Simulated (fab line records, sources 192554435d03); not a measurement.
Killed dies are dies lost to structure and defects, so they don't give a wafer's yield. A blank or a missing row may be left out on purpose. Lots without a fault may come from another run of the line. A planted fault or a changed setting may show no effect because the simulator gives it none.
fab line records | flow n5_finfet | part 2 of 2: steps 21 to 28 of 28
record lots=5 wafers=15 last_day=17
route steps=1938 shown MIM_BOT_ETCH@1869 PASS1_CAP@1873 TV_LITHO@1875 TV_OPEN@1887 PAD_METAL@1893
lots that met no fault: from a run of the same line without faults
start_h: hours from the record's first day to the start of the lot's first wafer shown | wait_h: hours since the lot's step before | " the same as in the row above | L1.1+2: a row that stands for several wafers | - no value, or no start given | * or withheld: withheld | < > ~ a bound
route shown NAME@n: a module of which the file shows steps, and the number in the route of the first | usual: mean/standard deviation of fault-free wafers | same: alike in all rows | chamber/n: place in a boat | sites: the reading at each site | _std_site: their standard deviation | _edge_site: outer sites' mean less inner sites' | radius_mm: how far each site lies from the wafer's centre | mask NAME#n: copy n | behind: the tool/chamber that last shaped the wafer | hold: why the lot was held/for how many hours/how that ended | device: the transistor (n, p or np) that didn't switch | end of line: the same wafers' tests at the end of the route | a step without rows: its recipe alone | killed: dies lost to structure and defects at the first sort, not the wafer's yield | map: a wafer's dies, x killed, . not, _ none there
set.NAME: the setting as run; set.NAME@STEP: as run at that earlier step | model.NAME: the simulator's own value behind a step, which no gauge read
lots at some steps of the route; a table a step, a row a wafer
services: from which hour (start_h, from the record's first day; less than 0 if before it) a tool's chamber was out of use, for how many hours, and why
## steps
# step N5_PASSIVATION_STRIP_14
# recipe chemistry=O2 power_w=600 temp_c=60 pressure_mtorr=30 rf_frequency_hz=6e+07 bias_power_w=0 overash_fraction=0.5 o2_flow_sccm=225
# usual drypump_motor_current_A=5.8/0.51 oes_product_au=0.77/0.091 rf_vpp_V=3.6/0.97 showerhead_plenum_p_Torr=2.08/0.069 throttle_valve_pct=16.7/0.3
# columns lot.wafer tool chamber start_h wait_h drypump_motor_current_A oes_product_au rf_hours_counter_h rf_vpp_V showerhead_plenum_p_Torr throttle_valve_pct
L078.2 rie_diel-01 1 324.69 0.1 6.3 0.68 234 2.3 1.97 16.9
L078.5 " 0 " " 6.1 0.85 - 3.5 2.05 16.2
L078.6 " 1 " " 6.3 0.68 - 5.7 1.97 16.9
L084.2 rie_diel-01 1 346.98 0.1 6.3 0.70 240 2.5 1.97 16.9
L084.3 " 2 " " 5.7 0.73 217 3.4 2.14 16.9
L084.4 " 3 " " 6.2 0.70 219 2.8 2.17 16.6
L085.2 rie_diel-01 1 373.07 0.1 6.3 0.67 249 3.8 1.97 16.9
L085.4 " 3 " " 6.2 0.71 - 2.7 2.17 16.6
L085.5 " 1 " " 6.2 0.67 - 3.8 1.97 16.9
L091.2 rie_diel-04 2 386.46 0.1 5.2 0.84 60 5.5 2.04 16.5
L091.3 " 0 " " 5.9 0.94 13 3.0 2.14 16.1
L091.5 " 3 " " 5.9 0.69 - 4.0 2.05 16.8
L092.1 rie_diel-04 0 397.83 0.1 5.9 0.94 17 3.6 2.14 16.1
L092.4 " 2 " " 5.2 0.83 63 3.8 2.04 16.5
L092.5 " 0 " " 5.9 0.93 - 4.4 2.14 16.1
# step N5_PASSIVATION_ETCH_15
# recipe chemistry=CF4/N2 target=SiCN target_depth_a=750 taper_deg=2 time_s=81.2 ion_energy_ev=150 mask_material=SiNx pressure_mtorr=40 source_w=430 bias_w=70 Ar_flow_sccm=100 cf4_flow_sccm=60 n2_flow_sccm=60
# usual cf4_flow_sccm=60.00/0.17 drypump_motor_current_A=5.8/0.51 oes_product_au=0.76/0.086 rf_vpp_V=382.0/1.9 showerhead_plenum_p_Torr=2.20/0.067 throttle_valve_pct=15.5/0.31
# columns lot.wafer tool chamber start_h wait_h cf4_flow_sccm drypump_motor_current_A oes_product_au rf_hours_counter_h rf_vpp_V showerhead_plenum_p_Torr throttle_valve_pct
L078.2 rie_diel-01 1 - - 59.98 6.3 0.68 234 381.0 2.10 15.8
L078.5 " 0 " " 60.25 6.1 0.84 - 381.7 2.16 15.0
L078.6 " 1 " " 60.13 6.3 0.67 - 379.6 2.10 15.8
L084.2 rie_diel-01 1 - - 60.03 6.3 0.68 240 379.4 2.10 15.8
L084.3 " 2 " " 59.94 5.7 0.72 217 384.1 2.27 15.7
L084.4 " 3 " " 59.75 6.2 0.73 219 384.1 2.28 15.4
L085.2 rie_diel-01 1 - - 59.93 6.3 0.67 249 378.6 2.09 15.8
L085.4 " 3 " " 59.76 6.2 0.72 - 385.4 2.28 15.4
L085.5 " 1 " " 60.00 6.3 0.67 - 379.6 2.09 15.8
L091.2 rie_diel-04 2 - - 59.88 5.2 0.85 60 380.3 2.16 15.3
L091.3 " 0 " " 59.98 5.9 0.93 13 383.8 2.26 14.9
L091.5 " 3 " " 59.88 6.0 0.69 - 382.1 2.17 15.7
L092.1 rie_diel-04 0 - - 60.11 5.9 0.92 17 382.5 2.26 14.9
L092.4 " 2 " " 60.16 5.2 0.83 63 380.0 2.16 15.3
L092.5 " 0 " " 59.97 5.9 0.92 - 383.0 2.26 14.9
# step N5_PASSIVATION_STRIP_73
# recipe chemistry=post_etch_residue_remover time_s=60 temp_c=25 remover_ph=withheld remover_water_wt_pct=withheld remover_fluoride_wt_pct=withheld
# columns lot.wafer tool chamber start_h wait_h
L078.2+5+6 wet_bench-01 1,6,2 324.85 -
L084.2+3+4 wet_bench-02 0,3,2 347.14 -
L085.2+4+5 wet_bench-04 7,5,4 373.22 -
L091.2+3+5 wet_bench-02 5,3,2 386.62 -
L092.1+4+5 wet_bench-04 4,7,1 397.99 -
# step N5_PASSIVATION_SRD_17
# recipe time_s=30 temp_c=23 rinse_liquid=diw dry=n2_spin spin_rpm=1500 dry_time_s=30
# columns lot.wafer tool chamber start_h wait_h
L078.2+5+6 wet_bench-01 1,6,2 324.87 0.0
L084.2+3+4 wet_bench-02 0,3,2 347.16 0.0
L085.2+4+5 wet_bench-04 7,5,4 373.24 0.0
L091.2+3+5 wet_bench-02 5,3,2 386.64 0.0
L092.1+4+5 wet_bench-04 4,7,1 398.01 0.0
# step N5_PASSIVATION_DEGAS_18
# recipe ambient=vacuum temp_c=300 time_s=60
# usual heater_power_w=481/51
# columns lot.wafer tool chamber start_h wait_h heater_power_w
L078.2 pvd_sputter-03 - 325.07 0.2 437
L078.5 " - " " 458
L078.6 " - " " 498
L084.2 pvd_sputter-02 - 347.21 0.0 559
L084.3 " - " " 410
L084.4 " - " " 395
L085.2 pvd_sputter-01 - 373.73 0.5 436
L085.4 " - " " 502
L085.5 " - " " 510
L091.2 pvd_sputter-01 - 387.68 1.0 525
L091.3 " - " " 444
L091.5 " - " " 542
L092.1 pvd_sputter-01 - 398.51 0.5 545
L092.4 " - " " 512
L092.5 " - " " 512
# step N5_PASSIVATION_PRE_CLEAN_19
# recipe gas=H2/He time_s=* temp_c=*
# usual heater_power_w=483/50
# columns lot.wafer tool chamber start_h wait_h heater_power_w
L078.2 pvd_sputter-03 - 325.11 0.0 428
L078.5 " - " " 459
L078.6 " - " " 506
L084.2 pvd_sputter-02 - 347.25 0.0 588
L084.3 " - " " 416
L084.4 " - " " 407
L085.2 pvd_sputter-01 - 373.77 0.0 450
L085.4 " - " " 515
L085.5 " - " " 530
L091.2 pvd_sputter-01 - 387.72 0.0 518
L091.3 " - " " 451
L091.5 " - " " 537
L092.1 pvd_sputter-01 - 398.55 0.0 539
L092.4 " - " " 521
L092.5 " - " " 513
# step N5_PASSIVATION_SPUTTER_20
# recipe material=TaN target_thk_a=500 temp_c=25 chamber_pressure_pa=0.4
# usual chamber_pressure_pa=0.4001/0.00068 throttle_valve_pct=30.1/1
# columns lot.wafer tool chamber start_h wait_h chamber_pressure_pa throttle_valve_pct
L078.2 pvd_sputter-03 - 325.15 0.0 0.3995 30.8
L078.5 " - " " 0.3994 29.9
L078.6 " - " " 0.3992 28.7
L084.2 pvd_sputter-02 - 347.29 0.0 0.4002 29.4
L084.3 " - " " 0.3995 29.6
L084.4 " - " " 0.4012 31.0
L085.2 pvd_sputter-01 - 373.81 0.0 0.4003 31.9
L085.4 " - " " 0.3999 30.5
L085.5 " - " " 0.3989 29.4
L091.2 pvd_sputter-01 - 387.76 0.0 0.3998 30.3
L091.3 " - " " 0.4002 31.8
L091.5 " - " " 0.4012 29.0
L092.1 pvd_sputter-01 - 398.59 0.0 0.3997 28.8
L092.4 " - " " 0.3999 29.5
L092.5 " - " " 0.3995 30.4
# step N5_PASSIVATION_AL_DEP_21
# recipe material=Al target_thk_a=28000 temp_c=400 time_s=170 power_w=30000 chamber_pressure_pa=0.4 gas=Ar
# usual chamber_pressure_pa=0.4000/0.00081 throttle_valve_pct=30.1/1
# columns lot.wafer tool chamber start_h wait_h chamber_pressure_pa throttle_valve_pct
L078.2 pvd_sputter-03 - 325.25 0.1 0.3989 31.0
L078.5 " - " " 0.4006 29.8
L078.6 " - " " 0.4004 28.3
L084.2 pvd_sputter-02 - 347.39 0.1 0.3999 29.7
L084.3 " - " " 0.3991 29.6
L084.4 " - " " 0.3990 31.1
L085.2 pvd_sputter-01 - 373.91 0.1 0.4009 31.9
L085.4 " - " " 0.3998 29.9
L085.5 " - " " 0.3998 29.4
L091.2 pvd_sputter-01 - 387.86 0.1 0.3989 30.0
L091.3 " - " " 0.3999 31.7
L091.5 " - " " 0.3999 28.8
L092.1 pvd_sputter-01 - 398.69 0.1 0.3994 28.6
L092.4 " - " " 0.4004 29.4
L092.5 " - " " 0.3995 30.0
## services
# columns tool chamber start_h hours kind
krf_scanner-01 - 300.85 1.3 pm
pecvd-04 2 301.00 2.5 repair
krf_scanner-02 - 303.59 4.0 pm
rie_diel-04 0 309.05 - clean
rie_diel-04 0 309.05 - consumable_replace:focus_ring
krf_scanner-01 - 314.16 1.8 repair
rie_diel-06 2 318.16 10.9 repair
krf_scanner-02 - 319.79 0.5 repair
krf_scanner-01 - 329.55 1.0 pm
krf_scanner-02 - 330.59 1.0 pm
litho_track-04 - 344.63 - consumable_replace:filter
krf_scanner-02 - 345.29 1.3 pm
rie_diel-02 0 359.18 8.3 repair
rie_diel-04 1 360.52 12.7 repair
pecvd-01 - 366.19 2.0 repair
rie_diel-01 0 369.92 15.6 repair
rie_diel-01 1 385.57 - clean
rie_diel-01 1 385.57 - consumable_replace:focus_ring
rie_diel-01 1 385.57 - consumable_replace:showerhead
rie_diel-01 1 385.57 23.5 scheduled_down
rie_diel-01 1 385.57 23.5 vent_cycle
rie_diel-01 3 388.99 2.6 repair
rie_diel-02 0 396.89 2.6 repair
pecvd-04 2 398.05 4.6 repair
